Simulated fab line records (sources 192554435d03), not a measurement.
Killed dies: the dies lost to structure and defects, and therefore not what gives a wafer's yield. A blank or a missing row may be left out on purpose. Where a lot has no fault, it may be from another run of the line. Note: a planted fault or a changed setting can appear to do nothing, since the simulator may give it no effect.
A struck lot beside a sound one	flow n5Finfet	21 steps out of a route of 1938
Sound: wafers L934.1, L934.2, L934.5. Wafers struck: L925.2, L925.4, L925.5. The cause is named last.
Per side, at each step with rows, come the tool, then ch with its chambers, and then its first start. Under that, the readings that differ: sound wafers	struck wafers	difference of the means	sigmas: that difference in standard deviations of wafers without a fault.
alike: same words and numbers on both sides, and readings whose means sit less than 2 such deviations apart. not compared: any withheld reading, any reading some wafer has no value for, any bound like >300 that may hide the same value, and any number with overlapping values for which the record gives no deviation.
A row with sigmas, a row that says differs or no value, or rows on one side alone: a step with any of these is where the two part. Numbers that don't overlap but have no deviation are shown without sigmas and don't part them. A reading missing from all wafers of one side parts the sides only when that side holds two or more wafers.

first, 10 steps without rows for these wafers: N5_BEOL_M9_DESCUM_16 (chemistry O2, time 7.9 s); N5_BEOL_M9_ETCH_61 (etches SiARC in CF4, target depth 39 nm, time 65 s); N5_BEOL_M9_ETCH_62 (etches SOC in N2/H2, target depth 110 nm, overetch 22 nm, time 165 s); N5_BEOL_M9_STRIP_68 (strips in N2/H2); N5_BEOL_M9_STRIP_67 (strips in CF4); N5_BEOL_M9_HM_OPEN_17 (chemistry Cl2/BCl3, target TiN, target depth 20 nm, overetch 6 nm); N5_BEOL_M9_STRIP_19 (strips in O2); N5_BEOL_M9_COAT_63 (time 60 s, resist thk 60 nm); N5_BEOL_M9_COAT_64 (time 60 s, resist thk 12 nm); N5_BEOL_M9_COAT_75 (time 60 s, resist thk 5 nm).
N5_BEOL_M9_COAT_22: resist thk 30 nm.
  sound on lithoTrack-04 ch 0, day 15 21:06; struck on lithoTrack-03 ch 0, day 13 20:07
reading	sound	struck	difference	sigmas
spinSpeedRpm (rpm)	1500.7 1499.9 1500.0	1455.5 1453.0 1454.0	-46.0	-54
model.CAR-EUV_of_BEOL_M9_COAT_22.thkNm (nm)	30 29.8 29.8	30.4 30.4 30.4	+0.5	
  alike: chillPlateTempC
then, 7 steps without rows for these wafers: N5_BEOL_M9_EBR_24; N5_BEOL_M9_SOFTBAKE_23 (time 60 s); N5_BEOL_M9_EXPOSE_25 (exposes mask V8); N5_BEOL_M9_PEB_26 (peb time 60 s); N5_BEOL_M9_DEVELOP_27 (develop time 30 s); N5_BEOL_M9_DESCUM_33 (chemistry O2, time 7 s); N5_BEOL_M9_ETCH_76 (etches underlayer in N2/H2, target depth 6.5 nm, time 5.2 s).
N5_BEOL_M9_ETCH_65: etches SiARC in CF4, target depth 15.6 nm, time 26 s.
  sound on rieDiel-01 ch 0,1,3, day 15 21:47; struck on rieDiel-02 ch 1,2,3, day 13 20:40
reading	sound	struck	difference	sigmas
model.CAR-EUV_of_BEOL_M9_COAT_22.thkNm (nm)	11.2 10.8 11	11.6 11.6 11.6	+0.6	
  alike: chamberPressureMTorr, drypumpMotorCurrentA, etchRfOnTimeS, oesProductAu, rfFwdPowerW, rfVppV, showerheadPlenumPTorr, throttleValvePct
  not compared: rfHoursCounterH
then, 2 steps without rows for these wafers: N5_BEOL_M9_ETCH_66 (etches SOC in N2/H2, target depth 80 nm, overetch 16 nm, time 120 s); N5_PASSIVATION_PROBE_49.

== WHERE THEY PART ==
N5_BEOL_M9_COAT_22 only, going by this record. Later steps at which nothing parts them and some readings are alike: N5_BEOL_M9_ETCH_65.

WHY: what the simulator had put in
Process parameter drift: lithoTrack-03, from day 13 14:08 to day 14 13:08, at N5_BEOL_M9_COAT_22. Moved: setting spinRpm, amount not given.
